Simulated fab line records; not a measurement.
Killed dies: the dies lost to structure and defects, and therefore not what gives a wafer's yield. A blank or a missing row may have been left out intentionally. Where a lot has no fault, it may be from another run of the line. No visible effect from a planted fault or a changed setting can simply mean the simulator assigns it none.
Which tool did it? || flow n5_finfet || Sampling: 13 lots, 34 wafers, 5 of 1938 route steps

WHAT THE GAUGES SHOWED, per wafer
N5_PMOS_HMC_CHANNEL_EPI_INSPECT_30: inspects for defects (darkfield).
{"lot": "L439", "measured": "day 1 20:52", "on": "defect_inspect-02", "raw_defect_count": "16 19"}
{"lot": "L440", "measured": "day 2 02:58", "on": "defect_inspect-02", "raw_defect_count": "15 23 15"}
{"lot": "L441", "measured": "day 2 08:01", "on": "defect_inspect-02", "raw_defect_count": "12 25"}
{"lot": "L445", "measured": "day 3 08:48", "on": "defect_inspect-01", "raw_defect_count": "11 14 18"}
{"lot": "L450", "measured": "day 4 14:12", "on": "defect_inspect-01", "raw_defect_count": "13 16 29"}
{"lot": "L451", "measured": "day 4 19:36", "on": "defect_inspect-01", "raw_defect_count": "17 17 16"}
{"lot": "L452", "measured": "day 5 03:06", "on": "defect_inspect-01", "raw_defect_count": "17 17 23"}
{"lot": "L453", "measured": "day 5 07:58", "on": "defect_inspect-01", "raw_defect_count": "28 25 8"}
{"lot": "L454", "measured": "day 5 14:02", "on": "defect_inspect-02", "raw_defect_count": "9 7 20"}
{"lot": "L455", "measured": "day 5 20:14", "on": "defect_inspect-02", "raw_defect_count": "22 28 13"}
{"lot": "L458", "measured": "day 6 14:07", "on": "defect_inspect-02", "raw_defect_count": "15 20"}
{"lot": "L459", "measured": "day 6 20:40", "on": "defect_inspect-02", "raw_defect_count": "15 8"}
{"lot": "L460", "measured": "day 7 02:49", "on": "defect_inspect-01", "raw_defect_count": "7 17"}

N5_FIN_SAQP_CD_MEAS_16 targets a cd of 35.6 nm.
{"lot": "L439", "measured": "day 1 22:11", "on": "cd_sem-03", "cd_nm (nm)": "35.2 35.4"}
{"lot": "L440", "measured": "day 2 04:23", "on": "cd_sem-02", "cd_nm (nm)": "35.7 35.3 34.9"}
{"lot": "L441", "measured": "day 2 09:31", "on": "cd_sem-02", "cd_nm (nm)": "36.1 34.5"}
{"lot": "L445", "measured": "day 3 10:17", "on": "cd_sem-01", "cd_nm (nm)": "36.1 35.5 36.0"}
{"lot": "L450", "measured": "day 4 15:36", "on": "cd_sem-03", "cd_nm (nm)": "38.9 38.4 38.5"}
{"lot": "L451", "measured": "day 4 20:53", "on": "cd_sem-01", "cd_nm (nm)": "37.6 37.5 37.4"}
{"lot": "L452", "measured": "day 5 05:53", "on": "cd_sem-03", "cd_nm (nm)": "37.3 37.1 36.6"}
{"lot": "L453", "measured": "day 5 09:33", "on": "cd_sem-02", "cd_nm (nm)": "36.0 35.2 36.0"}
{"lot": "L454", "measured": "day 5 15:37", "on": "cd_sem-01", "cd_nm (nm)": "35.8 35.8 35.9"}
{"lot": "L455", "measured": "day 5 21:41", "on": "cd_sem-01", "cd_nm (nm)": "35.5 35.8 35.5"}
{"lot": "L458", "measured": "day 6 15:39", "on": "cd_sem-03", "cd_nm (nm)": "35.4 35.2"}
{"lot": "L459", "measured": "day 6 21:58", "on": "cd_sem-02", "cd_nm (nm)": "35.3 35.8"}
{"lot": "L460", "measured": "day 7 04:08", "on": "cd_sem-02", "cd_nm (nm)": "35.8 35.2"}

TOOL THAT RAN EACH LOT (tool first, then ch and the chambers of the sampled wafers, then the start)
{"lot": "L439", "N5_PMOS_HMC_CHANNEL_EPI_CMP_21": "cmp-01 ch 0,1, day 1 20:02", "N5_FIN_SAQP_DENSIFY_62": "rtp_anneal-02 ch 0, day 1 21:18", "N5_FIN_SAQP_EXPOSE_13": "arfi_scanner-03 ch 0, day 1 22:04"}
{"lot": "L440", "N5_PMOS_HMC_CHANNEL_EPI_CMP_21": "cmp-03 ch 0,1,3, day 2 02:14", "N5_FIN_SAQP_DENSIFY_62": "rtp_anneal-01 ch 0, day 2 03:30", "N5_FIN_SAQP_EXPOSE_13": "arfi_scanner-03 ch 0, day 2 04:16"}
{"lot": "L441", "N5_PMOS_HMC_CHANNEL_EPI_CMP_21": "cmp-02 ch 2,3, day 2 07:16", "N5_FIN_SAQP_DENSIFY_62": "rtp_anneal-01 ch 0, day 2 08:30", "N5_FIN_SAQP_EXPOSE_13": "arfi_scanner-02 ch 0, day 2 09:24"}
{"lot": "L445", "N5_PMOS_HMC_CHANNEL_EPI_CMP_21": "cmp-01 ch 0,1,3, day 3 07:58", "N5_FIN_SAQP_DENSIFY_62": "rtp_anneal-01 ch 0, day 3 09:17", "N5_FIN_SAQP_EXPOSE_13": "arfi_scanner-03 ch 0, day 3 10:09"}
{"lot": "L450", "N5_PMOS_HMC_CHANNEL_EPI_CMP_21": "cmp-01 ch 0,1,2, day 4 13:29", "N5_FIN_SAQP_DENSIFY_62": "rtp_anneal-01 ch 0, day 4 14:32", "N5_FIN_SAQP_EXPOSE_13": "arfi_scanner-03 ch 0, day 4 15:28"}
{"lot": "L451", "N5_PMOS_HMC_CHANNEL_EPI_CMP_21": "cmp-03 ch 0,1, day 4 18:52", "N5_FIN_SAQP_DENSIFY_62": "rtp_anneal-02 ch 0, day 4 19:57", "N5_FIN_SAQP_EXPOSE_13": "arfi_scanner-03 ch 0, day 4 20:45"}
{"lot": "L452", "N5_PMOS_HMC_CHANNEL_EPI_CMP_21": "cmp-01 ch 1,3, day 5 02:22", "N5_FIN_SAQP_DENSIFY_62": "rtp_anneal-01 ch 0, day 5 05:01", "N5_FIN_SAQP_EXPOSE_13": "arfi_scanner-03 ch 0, day 5 05:45"}
{"lot": "L453", "N5_PMOS_HMC_CHANNEL_EPI_CMP_21": "cmp-01 ch 0,1,2, day 5 07:13", "N5_FIN_SAQP_DENSIFY_62": "rtp_anneal-02 ch 0, day 5 08:28", "N5_FIN_SAQP_EXPOSE_13": "arfi_scanner-01 ch 0, day 5 09:25"}
{"lot": "L454", "N5_PMOS_HMC_CHANNEL_EPI_CMP_21": "cmp-03 ch 1,2,3, day 5 13:15", "N5_FIN_SAQP_DENSIFY_62": "rtp_anneal-01 ch 0, day 5 14:38", "N5_FIN_SAQP_EXPOSE_13": "arfi_scanner-02 ch 0, day 5 15:29"}
{"lot": "L455", "N5_PMOS_HMC_CHANNEL_EPI_CMP_21": "cmp-02 ch 1,2,3, day 5 19:26", "N5_FIN_SAQP_DENSIFY_62": "rtp_anneal-01 ch 0, day 5 20:41", "N5_FIN_SAQP_EXPOSE_13": "arfi_scanner-01 ch 0, day 5 21:34"}
{"lot": "L458", "N5_PMOS_HMC_CHANNEL_EPI_CMP_21": "cmp-02 ch 0,1, day 6 13:24", "N5_FIN_SAQP_DENSIFY_62": "rtp_anneal-01 ch 0, day 6 14:34", "N5_FIN_SAQP_EXPOSE_13": "arfi_scanner-02 ch 0, day 6 15:31"}
{"lot": "L459", "N5_PMOS_HMC_CHANNEL_EPI_CMP_21": "cmp-01 ch 1,3, day 6 20:00", "N5_FIN_SAQP_DENSIFY_62": "rtp_anneal-02 ch 0, day 6 21:09", "N5_FIN_SAQP_EXPOSE_13": "arfi_scanner-02 ch 0, day 6 21:50"}
{"lot": "L460", "N5_PMOS_HMC_CHANNEL_EPI_CMP_21": "cmp-03 ch 0,2, day 7 02:04", "N5_FIN_SAQP_DENSIFY_62": "rtp_anneal-01 ch 0, day 7 03:10", "N5_FIN_SAQP_EXPOSE_13": "arfi_scanner-01 ch 0, day 7 04:00"}
- N5_PMOS_HMC_CHANNEL_EPI_CMP_21: polishes SiGe30, target thk 54 nm.
- N5_FIN_SAQP_DENSIFY_62: time 60 s.
- N5_FIN_SAQP_EXPOSE_13: exposes mask FIN CORE, target cd 35.6 nm.

WHAT THE TOOLS THEMSELVES READ (means of the sampled wafers that have a number; where no wafer has one, the mark that the record gives instead)
N5_PMOS_HMC_CHANNEL_EPI_CMP_21.
{"lot": "L439", "tool": "cmp-01", "motor_current_A (A)": 12.5}
{"lot": "L440", "tool": "cmp-03", "motor_current_A (A)": 11.2}
{"lot": "L441", "tool": "cmp-02", "motor_current_A (A)": 13.1}
{"lot": "L445", "tool": "cmp-01", "motor_current_A (A)": 11.8}
{"lot": "L450", "tool": "cmp-01", "motor_current_A (A)": 12.3}
{"lot": "L451", "tool": "cmp-03", "motor_current_A (A)": 11.3}
{"lot": "L452", "tool": "cmp-01", "motor_current_A (A)": 11.8}
{"lot": "L453", "tool": "cmp-01", "motor_current_A (A)": 12.2}
{"lot": "L454", "tool": "cmp-03", "motor_current_A (A)": 12.5}
{"lot": "L455", "tool": "cmp-02", "motor_current_A (A)": 12.3}
{"lot": "L458", "tool": "cmp-02", "motor_current_A (A)": 11.7}
{"lot": "L459", "tool": "cmp-01", "motor_current_A (A)": 12.2}
{"lot": "L460", "tool": "cmp-03", "motor_current_A (A)": 12.9}

N5_FIN_SAQP_DENSIFY_62.
{"lot": "L439", "tool": "rtp_anneal-02", "lamp_power_pct (%)": 9.89, "lamp_zone_6_pct (%)": 9.771, "wafer_temp_C_max": 703.4}
{"lot": "L440", "tool": "rtp_anneal-01", "lamp_power_pct (%)": 9.86, "lamp_zone_6_pct (%)": 9.768, "wafer_temp_C_max": 702.9}
{"lot": "L441", "tool": "rtp_anneal-01", "lamp_power_pct (%)": 9.85, "lamp_zone_6_pct (%)": 9.766, "wafer_temp_C_max": 704.0}
{"lot": "L445", "tool": "rtp_anneal-01", "lamp_power_pct (%)": 9.84, "lamp_zone_6_pct (%)": 9.763, "wafer_temp_C_max": 702.8}
{"lot": "L450", "tool": "rtp_anneal-01", "lamp_power_pct (%)": 9.88, "lamp_zone_6_pct (%)": 9.765, "wafer_temp_C_max": 703.2}
{"lot": "L451", "tool": "rtp_anneal-02", "lamp_power_pct (%)": 9.86, "lamp_zone_6_pct (%)": 9.772, "wafer_temp_C_max": 702.7}
{"lot": "L452", "tool": "rtp_anneal-01", "lamp_power_pct (%)": 9.87, "lamp_zone_6_pct (%)": 9.775, "wafer_temp_C_max": 702.8}
{"lot": "L453", "tool": "rtp_anneal-02", "lamp_power_pct (%)": 9.85, "lamp_zone_6_pct (%)": 9.764, "wafer_temp_C_max": 702.8}
{"lot": "L454", "tool": "rtp_anneal-01", "lamp_power_pct (%)": 9.84, "lamp_zone_6_pct (%)": 9.766, "wafer_temp_C_max": 703.0}
{"lot": "L455", "tool": "rtp_anneal-01", "lamp_power_pct (%)": 9.84, "lamp_zone_6_pct (%)": 9.769, "wafer_temp_C_max": 703.3}
{"lot": "L458", "tool": "rtp_anneal-01", "lamp_power_pct (%)": 9.85, "lamp_zone_6_pct (%)": 9.777, "wafer_temp_C_max": 702.7}
{"lot": "L459", "tool": "rtp_anneal-02", "lamp_power_pct (%)": 9.84, "lamp_zone_6_pct (%)": 9.770, "wafer_temp_C_max": 703.1}
{"lot": "L460", "tool": "rtp_anneal-01", "lamp_power_pct (%)": 9.82, "lamp_zone_6_pct (%)": 9.762, "wafer_temp_C_max": 703.3}

N5_FIN_SAQP_EXPOSE_13.
{"lot": "L439", "tool": "arfi_scanner-03", "exposure_dose_mJ_cm2": 63.30}
{"lot": "L440", "tool": "arfi_scanner-03", "exposure_dose_mJ_cm2": 63.22}
{"lot": "L441", "tool": "arfi_scanner-02", "exposure_dose_mJ_cm2": 63.21}
{"lot": "L445", "tool": "arfi_scanner-03", "exposure_dose_mJ_cm2": 63.21}
{"lot": "L450", "tool": "arfi_scanner-03", "exposure_dose_mJ_cm2": 56.53}
{"lot": "L451", "tool": "arfi_scanner-03", "exposure_dose_mJ_cm2": 57.91}
{"lot": "L452", "tool": "arfi_scanner-03", "exposure_dose_mJ_cm2": 58.98}
{"lot": "L453", "tool": "arfi_scanner-01", "exposure_dose_mJ_cm2": 63.20}
{"lot": "L454", "tool": "arfi_scanner-02", "exposure_dose_mJ_cm2": 63.20}
{"lot": "L455", "tool": "arfi_scanner-01", "exposure_dose_mJ_cm2": 63.16}
{"lot": "L458", "tool": "arfi_scanner-02", "exposure_dose_mJ_cm2": 63.24}
{"lot": "L459", "tool": "arfi_scanner-02", "exposure_dose_mJ_cm2": 63.17}
{"lot": "L460", "tool": "arfi_scanner-01", "exposure_dose_mJ_cm2": 63.27}

THE ANSWER, worked out from the rows above alone
Rule: what is usual is taken from the lots themselves. The widest of any qualifying gaps counts: lots, ordered by their means at a reading, are off when they make up no more than a third of the lots, leave a main group of 4 or more, and stand apart from it by 3 or more times the standard deviation of that group's means. A main group whose means are all the same, to the digits that the tables above print for the reading, isn't used. A lot without any number at a reading at which 4 lots or more have one is off too. All remaining lots with rows at the step are treated as sound. After the gauges, taken in route order, come the tools' own readings; for these a lot's mean is taken, as printed above. At the first step where some lot is off, the reading lying furthest off is the one used; lots without a number count as furthest.
Off: L450, L451, L452, at N5_FIN_SAQP_CD_MEAS_16 (cd_nm). The main group has a mean of 35.5 nm with a standard deviation of 0.22.
A tool fits if, at a process step before that reading, it ran every lot that is off, and no sound lot after the first of them. The gauges at N5_FIN_SAQP_CD_MEAS_16 aren't tried: what is off there is off at N5_FIN_SAQP_EXPOSE_13 too, on other tools, and a gauge's error can't cause that. One candidate fits, namely arfi_scanner-03 at N5_FIN_SAQP_EXPOSE_13. Its last sound lot is L445 (day 3 10:09), its first lot that is off L450 (day 4 15:28): a fault that began between those two fits.
The tool's own readings at N5_FIN_SAQP_EXPOSE_13 bear it out: on the lots that are off they differ by more than 5 times the standard deviation of the sound lots' means. exposure_dose_mJ_cm2 reads 57.81 there against 63.22 on the sound lots.

WHAT WAS PUT IN BY THE SIMULATOR
Drift in process parameters on arfi_scanner-03 at N5_FIN_SAQP_EXPOSE_13, starting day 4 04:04. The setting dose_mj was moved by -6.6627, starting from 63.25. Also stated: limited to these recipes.
Shown lots that were struck: L450, L451, L452. Same finding as the rule above.
